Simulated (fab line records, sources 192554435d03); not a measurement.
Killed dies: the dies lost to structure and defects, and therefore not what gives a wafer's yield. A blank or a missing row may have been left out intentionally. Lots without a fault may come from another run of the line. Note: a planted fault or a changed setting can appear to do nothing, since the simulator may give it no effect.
Chamber matching    flow n5 finfet    N5_BEOL_M10_CURE_72 on uv cure-01 has 3 sister chambers
The step cures SiCOH lowk, time 120 s. 3 wafers are shown with their chamber, then 11 later ones without.

== WAFERS PAIRED WITH THEIR CHAMBERS ==
wafer   chamber  wafer_temp_C_max
L085.3  1        372.2
L090.4  2        372.2
L093.1  0        371.6

== WAFERS WITHOUT THEIR CHAMBER ==
wafer   wafer_temp_C_max
L093.3  371.5
L093.6  370.9
L091.1  372.7
L091.3  372.6
L091.6  372.2
L095.2  371.4
L095.3  371.5
L095.6  371.4
L096.4  372.1
L096.5  371.9
L096.6  371.3

== CHAMBER TAKEN BY EACH ==
wafer   from the rows above           in truth
L093.3  can't be placed: 0 or 1 or 2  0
L093.6  can't be placed: 0 or 1 or 2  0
L091.1  can't be placed: 1 or 2 or 0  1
L091.3  can't be placed: 1 or 2 or 0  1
L091.6  can't be placed: 1 or 2 or 0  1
L095.2  can't be placed: 0 or 1 or 2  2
L095.3  can't be placed: 0 or 1 or 2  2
L095.6  can't be placed: 0 or 1 or 2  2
L096.4  can't be placed: 1 or 2 or 0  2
L096.5  can't be placed: 0 or 1 or 2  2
L096.6  can't be placed: 0 or 1 or 2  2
Correctly placed: 0 of 11. Not placeable from these rows: 11 (in 11, the candidates include the true chamber). 0 placed wrongly.
How it was worked out, from the rows above alone: a wafer's distance from a chamber is the root of the sum, over the readings, of the square of ((its reading less the chamber's mean) divided by the reading's scatter). The wafer belongs to the nearest chamber; if the next one is less than 2 further off, it can't be placed. A chamber's mean is the mean of its shown wafers. The scatter: with one shown wafer a chamber, the root of the mean of the squares of how far each hidden wafer lies from its nearest shown one.
